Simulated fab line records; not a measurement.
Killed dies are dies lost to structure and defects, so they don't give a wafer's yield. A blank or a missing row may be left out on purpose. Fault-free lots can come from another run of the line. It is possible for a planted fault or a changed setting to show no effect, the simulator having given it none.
fab line records	flow nand_harc
[record] lots = 12	wafers = 36	last_day = 33
route steps=1302 shown A_M1@1184 A_BONDPAD@1203 END@1302
lots that met no fault: from a run of the same line without faults
start_h: start of the lot's first displayed wafer, in hours after the record's first day	wait_h: time in hours since the lot's previous step	" same as the row above	L1.1+2: one row covering several wafers at once	- no value, or no start given	* or withheld: withheld	< > ~ a bound
route shown NAME@n: names a module that has steps shown in the file, with the first one's number in the route	usual: mean and standard deviation over wafers with no fault	same: alike in all rows	chamber/n: place in a boat	sites: the reading at each site	_std_site: standard deviation across them	_edge_site: inner sites' mean taken away from outer sites' mean	radius_mm: how far each site lies from the wafer's centre	mask NAME#n: copy n	behind: the most recent tool/chamber to have shaped the wafer	hold: cause of the lot's hold/its duration in hours/its outcome	device: names the non-switching transistor (n, p or np)	end of line: the same wafers' tests at the end of the route	where a step has no rows: the recipe by itself	killed: the dies lost at the first sort to structure and to defects; this is not the yield of the wafer	map: the dies of a wafer, with x for killed, . for not killed, _ for no die there
set.NAME: the run value of the setting; set.NAME@STEP: its run value at that earlier step	model.NAME: the simulator's own value behind a step, which no gauge read
steps of the route over a sample of lots; a table a step, a row a wafer
services: from which hour (start_h, from the record's first day; less than 0 if before it) a tool's chamber was out of use, for how many hours, and why
[[steps]]
[step NHARC_A_M1_ETCH_15]
[recipe] target_depth_a = 1825	time_s = 91.2	c4f8_flow_sccm = withheld	ar_flow_sccm = 400	rf_w = 600	bias_w = 300	chemistry = C4F8/Ar
[usual] oes_product_au = 0.965/0.02	rf_vpp_V = 440.8/2.9
lot.wafer	tool	chamber	start_h	wait_h	oes_product_au	rf_hours_counter_h	rf_vpp_V
L300.2	rie_diel-13	1	-	-	0.989	0.4	438.3
L300.6	"	3	"	"	0.963	-	437.8
L300.5	"	0	"	"	0.979	-	444.1
L302.3	rie_diel-13	0	-	-	0.975	0.6	446.8
L302.1	"	1	"	"	0.963	0.6	437.8
L302.5	"	3	"	"	0.980	-	438.1
L303.1	rie_diel-03	1	-	-	0.917	3.8	440.4
L303.3	"	0	"	"	0.928	3.8	445.5
L303.6	"	1	"	"	0.920	-	442.0
L305.1	rie_diel-13	1	-	-	0.938	1.5	438.0
L305.3	"	2	"	"	0.942	1.4	437.9
L305.5	"	3	"	"	0.919	-	439.2
L307.3	rie_diel-13	1	-	-	0.963	2.3	437.8
L307.2	"	0	"	"	0.975	1.9	444.5
L307.5	"	1	"	"	0.974	-	438.0
L309.3	rie_diel-08	3	-	-	0.980	4.6	442.0
L309.2	"	0	"	"	0.973	3.7	444.4
L309.5	"	3	"	"	0.970	-	443.3
L308.2	rie_diel-13	3	-	-	0.974	2.9	437.9
L308.6	"	2	"	"	0.965	-	437.7
L308.5	"	3	"	"	0.972	-	439.8
L310.4	rie_diel-13	2	-	-	0.976	3.1	437.8
L310.6	"	2	"	"	0.971	-	440.0
L310.5	"	3	"	"	0.975	-	437.6
L315.4	rie_diel-13	1	-	-	0.991	4.2	438.9
L315.2	"	3	"	"	0.954	4.3	437.9
L315.5	"	1	"	"	0.980	-	438.9
L314.3	rie_diel-13	2	-	-	0.958	4.2	437.8
L314.1	"	3	"	"	0.940	4.5	438.6
L314.2	"	0	"	"	0.963	3.8	443.0
L318.1	rie_diel-08	2	-	-	0.980	8.7	438.7
L318.2	"	0	"	"	0.961	8.2	442.7
L318.5	"	1	"	"	0.971	-	437.1
L323.1	rie_diel-08	3	-	-	0.992	0.9	441.1
L323.2	"	0	"	"	0.982	1.0	443.7
L323.3	"	2	"	"	0.962	1.0	438.2
[step NHARC_A_M1_CMP_23]
[recipe] t_overpolish_s = 20	target_thk_nm = 154.34
[usual] edge_zone_pressure_frac = 1.000/0.0053	motor_current_A = 12.0/1.1	time_to_endpoint_s = 29.0/2.9
lot.wafer	tool	chamber	start_h	wait_h	edge_zone_pressure_frac	motor_current_A	time_to_endpoint_s
L300.2	cmp-03	0	537.84	-	1.005	12.2	26.1
L300.5	"	2	"	"	0.999	12.2	25.3
L300.6	"	3	"	"	1.000	10.6	25.1
L302.3	cmp-01	2	553.10	-	0.986	12.0	28.8
L302.1	"	3	"	"	0.998	11.9	27.6
L302.5	"	1	"	"	1.000	10.7	33.5
L303.1	cmp-01	1	569.52	-	1.005	10.9	31.9
L303.3	"	3	"	"	1.002	12.0	30.1
L303.6	"	1	"	"	1.004	11.1	33.1
L305.1	cmp-01	0	588.35	-	0.997	14.4	29.5
L305.3	"	2	"	"	1.005	11.5	30.0
L305.5	"	3	"	"	0.989	12.2	28.0
L307.2	cmp-01	0	610.84	-	1.005	14.3	32.7
L307.3	"	1	"	"	0.994	10.6	33.6
L307.5	"	2	"	"	1.000	12.1	31.6
L309.2	cmp-01	0	614.70	-	1.002	14.4	27.5
L309.3	"	1	"	"	1.001	10.7	31.4
L309.5	"	0	"	"	0.996	14.8	30.9
L308.2	cmp-01	2	622.01	-	1.006	11.7	28.4
L308.5	"	3	"	"	1.008	12.2	29.8
L308.6	"	0	"	"	0.994	13.3	33.2
L310.4	cmp-01	3	637.64	-	0.998	12.5	27.5
L310.6	"	2	"	"	1.009	11.4	27.4
L310.5	"	3	"	"	1.005	12.0	30.6
L315.2	cmp-01	2	671.67	-	1.000	11.2	28.5
L315.4	"	1	"	"	1.007	10.8	36.7
L315.5	"	3	"	"	0.989	12.8	32.1
L314.1	cmp-04	0	682.00	-	1.003	10.5	28.7
L314.2	"	1	"	"	1.000	9.8	30.6
L314.3	"	2	"	"	0.993	13.3	27.0
L318.2	cmp-03	3	700.41	-	1.011	11.7	27.1
L318.1	"	0	"	"	0.997	12.5	31.0
L318.5	"	3	"	"	1.001	11.2	27.8
L323.1	cmp-04	3	753.55	-	1.000	11.5	29.3
L323.3	"	0	"	"	0.999	9.9	30.4
L323.2	"	1	"	"	0.999	11.0	31.0
[step NHARC_A_M1_DEP_33]
[recipe] target_thk_a = 300	temp_c = 370	target_thk_nm = 30	pressure_torr = 3	flow_sccm = 200	rf_w = 450	material = SiCN
[usual] heater_power_w = 586/60
lot.wafer	tool	chamber	start_h	wait_h	heater_power_w
L300.2	pecvd-04	0	538.45	0.1	535
L300.6	"	2	"	"	634
L300.5	"	1	"	"	502
L302.3	pecvd-02	1	553.71	0.1	525
L302.1	"	2	"	"	552
L302.5	"	2	"	"	560
L303.1	pecvd-04	1	570.14	0.1	580
L303.3	"	0	"	"	643
L303.6	"	0	"	"	642
L305.3	pecvd-04	0	588.93	0.1	606
L305.1	"	1	"	"	583
L305.5	"	0	"	"	610
L307.2	pecvd-02	2	611.40	0.1	593
L307.3	"	0	"	"	518
L307.5	"	0	"	"	508
L309.3	pecvd-02	0	615.32	0.1	553
L309.2	"	1	"	"	574
L309.5	"	0	"	"	570
L308.2	pecvd-02	0	622.63	0.1	547
L308.5	"	1	"	"	573
L308.6	"	0	"	"	552
L310.5	pecvd-03	0	638.35	0.2	606
L310.6	"	1	"	"	656
L310.4	"	2	"	"	637
L315.2	pecvd-03	1	672.29	0.1	649
L315.5	"	2	"	"	562
L315.4	"	0	"	"	583
L314.2	pecvd-03	0	682.59	0.1	589
L314.3	"	1	"	"	731
L314.1	"	2	"	"	648
L318.1	pecvd-03	0	701.02	0.1	579
L318.2	"	2	"	"	583
L318.5	"	0	"	"	588
L323.3	pecvd-03	1	754.15	0.1	703
L323.1	"	2	"	"	598
L323.2	"	0	"	"	659
[step NHARC_A_BONDPAD_CMP_29]
[recipe] target_thk_nm = 200	material = SiCN
[usual] edge_zone_pressure_frac = 1.000/0.0046	motor_current_A = 12.3/0.94
lot.wafer	tool	chamber	start_h	wait_h	edge_zone_pressure_frac	motor_current_A
L300.2	cmp-01	2	539.36	-	1.003	12.1
L300.5	"	2	"	"	1.004	12.3
L300.6	"	3	"	"	0.997	12.5
L302.3	cmp-01	3	554.66	-	1.007	12.9
L302.1	"	0	"	"	1.000	14.3
L302.5	"	2	"	"	1.011	11.8
L303.3	cmp-01	2	571.10	-	1.004	12.0
L303.1	"	3	"	"	1.003	11.9
L303.6	"	2	"	"	0.993	11.6
L305.3	cmp-02	0	590.06	0.3	1.010	12.0
L305.1	"	2	"	"	0.997	13.2
L305.5	"	0	"	"	1.001	12.3
L307.2	cmp-01	1	612.39	-	1.003	10.9
L307.3	"	3	"	"	0.998	12.6
L307.5	"	1	"	"	1.006	11.6
L309.3	cmp-03	1	616.31	-	1.001	12.1
L309.2	"	3	"	"	0.995	10.9
L309.5	"	0	"	"	1.003	11.9
L308.2	cmp-02	2	623.57	-	0.993	12.7
L308.5	"	3	"	"	1.007	12.8
L308.6	"	0	"	"	0.994	12.3
L310.4	cmp-02	0	639.26	-	1.002	12.1
L310.6	"	3	"	"	0.990	13.5
L310.5	"	0	"	"	0.999	12.8
L315.2	cmp-01	3	673.25	-	0.994	12.0
L315.4	"	2	"	"	0.999	11.6
L315.5	"	0	"	"	0.995	13.4
L314.1	cmp-02	1	683.54	-	-	-
L314.2	"	2	"	"	-	-
L314.3	"	3	"	"	-	-
L318.1	cmp-02	1	701.98	-	-	-
L318.2	"	2	"	"	-	-
L318.5	"	2	"	"	-	-
L323.3	cmp-03	2	755.29	-	1.012	11.8
L323.1	"	3	"	"	1.000	11.7
L323.2	"	1	"	"	0.998	12.4
[step NHARC_A_BONDPAD_THK_MEAS_30]
[recipe] thk_meas_gauge = ellipsometry
[usual] thk_nm = 200.6/1.5
lot.wafer	tool	chamber	start_h	wait_h	thk_nm
L300.2	film_metro-02	-	539.62	0.2	200.8
L300.5	"	-	"	"	200.8
L300.6	"	-	"	"	199.9
L302.1	film_metro-02	-	554.88	0.2	200.7
L302.3	"	-	"	"	199.4
L302.5	"	-	"	"	200.3
L303.1	film_metro-02	-	571.36	0.2	198.5
L303.3	"	-	"	"	199.7
L303.6	"	-	"	"	201.0
L305.1	film_metro-01	-	590.29	0.1	199.9
L305.3	"	-	"	"	201.9
L305.5	"	-	"	"	199.4
L307.2	film_metro-01	-	612.61	0.2	200.7
L307.3	"	-	"	"	199.0
L307.5	"	-	"	"	200.2
L309.2	film_metro-02	-	616.54	0.2	201.8
L309.3	"	-	"	"	202.4
L309.5	"	-	"	"	199.2
L308.2	film_metro-01	-	623.75	0.2	198.5
L308.5	"	-	"	"	199.6
L308.6	"	-	"	"	197.5
L310.4	film_metro-01	-	639.48	0.2	199.8
L310.5	"	-	"	"	201.0
L310.6	"	-	"	"	200.8
L315.2	film_metro-02	-	673.50	0.2	200.2
L315.4	"	-	"	"	201.7
L315.5	"	-	"	"	202.0
L314.1	film_metro-01	-	683.79	0.2	250.7
L314.2	"	-	"	"	249.1
L314.3	"	-	"	"	251.1
L318.1	film_metro-01	-	702.23	0.2	242.6
L318.2	"	-	"	"	243.3
L318.5	"	-	"	"	247.1
L323.1	film_metro-02	-	755.54	0.2	198.5
L323.2	"	-	"	"	198.0
L323.3	"	-	"	"	200.0
[step NHARC_END_SORT_01]
[recipe] temp_c = 25
[usual] defect_limited_yield = 90.9/2.6	killed_at_array = 57/18	killed_at_other = 0.9/1.3	killed_at_periphery = 3.5/2.2	killed_dies = 62/18	killed_open = 3.0/1.7	killed_short = 2.3/1.5
[same] gross_dies = 677
lot.wafer	tool	chamber	start_h	wait_h	defect_limited_yield[%]	killed_at_array	killed_at_other	killed_at_periphery	killed_dies	killed_open	killed_short
L314.1	prober-02	0	715.17	2.5	0	674	0	3	677	1	1
L314.2	prober-02	0	715.97	2.8	0	673	1	3	677	0	2
L314.3	prober-02	0	716.78	3.1	0	673	2	2	677	5	2
L318.1	prober-01	0	733.07	2.4	0	672	0	5	677	1	1
L318.2	prober-01	0	733.87	2.7	0	672	0	5	677	4	0
L318.5	prober-01	0	736.26	3.7	0	666	0	11	677	2	1
// killed by level:class
L314.1 A_BONDPAD:area_cmp=630 A_CHANNEL_HOLE_D1:chamber_film_flake=34 A_SGD_CUT:chamber_film_flake=4 P_GATE:chamber_film_flake=2 A_DECK1_JOINT:chamber_film_flake=2 A_SGD_CUT:geometric_particle:open=1 A_M0:geometric_particle:short=1 P_ZERO_WELL:chamber_film_flake=1
L314.2 A_BONDPAD:area_cmp=631 A_CHANNEL_HOLE_D1:chamber_film_flake=28 A_SGD_CUT:chamber_film_flake=5 A_DECK1_JOINT:chamber_film_flake=3 A_SLIT:chamber_film_flake=2 A_SOURCE_PLATE:geometric_particle:short=1 A_M1:geometric_particle:short=1 P_ZERO_WELL:chamber_film_flake=1
L314.3 A_BONDPAD:area_cmp=629 A_CHANNEL_HOLE_D1:chamber_film_flake=29 A_DECK1_JOINT:chamber_film_flake=3 A_SGD_CUT:chamber_film_flake=3 A_SLIT:chamber_film_flake=2 THIN_TSV:chamber_film_flake=2 P_CONTACT:geometric_particle:open=1 P_M1:geometric_particle:short=1
L318.1 A_BONDPAD:area_cmp=617 A_CHANNEL_HOLE_D2:chamber_film_flake=32 A_CONTACT:chamber_film_flake=8 A_SLIT:chamber_film_flake=7 P_GATE:chamber_film_flake=4 A_CHANNEL_HOLE_D1:chamber_film_flake=3 A_STAIRCASE:chamber_film_flake=2 A_CHANNEL_HOLE_D2:geometric_particle:short=1
L318.2 A_BONDPAD:area_cmp=623 A_CHANNEL_HOLE_D2:chamber_film_flake=20 A_CONTACT:chamber_film_flake=9 A_CHANNEL_HOLE_D1:chamber_film_flake=7 A_SLIT:chamber_film_flake=4 P_GATE:chamber_film_flake=2 A_DECK1_JOINT:chamber_film_flake=2 A_STAIRCASE:chamber_film_flake=2
L318.5 A_BONDPAD:area_cmp=620 A_CHANNEL_HOLE_D2:chamber_film_flake=17 A_CHANNEL_HOLE_D1:chamber_film_flake=8 A_CONTACT:chamber_film_flake=8 A_WL_FILL:chamber_film_flake=6 P_M1:chamber_film_flake=5 P_STI:chamber_film_flake=4 P_GATE:chamber_film_flake=2
[[services]]
tool	chamber	start_h	hours	kind
rie_diel-13	-	519.00	9.0	pm
pecvd-03	2	523.41	17.9	repair
cmp-02	-	526.50	4.0	pm
cmp-01	-	534.02	0.3	repair
pecvd-03	-	547.08	13.0	pm
pecvd-03	-	564.50	1.8	repair
pecvd-03	2	571.26	2.0	repair
rie_diel-13	0	580.48	23.6	repair
cmp-01	-	581.44	4.0	pm
cmp-01	-	589.34	12.5	repair
cmp-01	-	618.98	0.5	repair
cmp-02	-	624.50	4.0	pm
cmp-01	-	633.89	2.1	repair
cmp-02	-	641.12	5.9	repair
pecvd-03	-	645.05	18.7	repair
cmp-01	-	679.44	4.0	pm
cmp-01	-	693.10	0.9	repair
rie_diel-13	-	696.00	9.0	pm
cmp-02	-	722.53	4.0	pm
cmp-02	-	727.78	1.5	repair
rie_diel-13	-	730.85	0.6	repair
cmp-01	-	738.19	2.9	repair
cmp-01	-	745.86	0.9	repair
cmp-01	-	752.19	7.3	repair
[[key]]
[first_sign] step = NHARC_A_BONDPAD_CMP_29	reading = tool_record	direction = missing
[effect] step = NHARC_A_BONDPAD_THK_MEAS_30	reading = thk_nm	direction = up	sigmas = 32	usual = 200.6	struck = 247.3
[effect] step = NHARC_END_SORT_01	reading = defect_limited_yield	direction = down	sigmas = 35	usual = 90.9	struck = 0
[more_kills_born_at] NHARC_A_BONDPAD_CMP_29@cmp-02 = 3750
met_at NHARC_A_BONDPAD_CMP_29
struck_lots L314,L318
later_rows_left_out L314.1,L314.2,L314.3,L318.1,L318.2,L318.5
not_acting_at NHARC_A_M1_ETCH_15,NHARC_A_M1_CMP_23,NHARC_A_M1_DEP_33
onset_between 639.26 683.54
[fault] kind = skipped_step_whole	tool = cmp-02	chamber = -	onset_h = 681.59	steps = NHARC_A_BONDPAD_CMP_29	scope = struck_lots_only
// later_rows_left_out: the simulator's readings of these wafers behind a module that went badly wrong aren't trusted and aren't shown, but for the sort
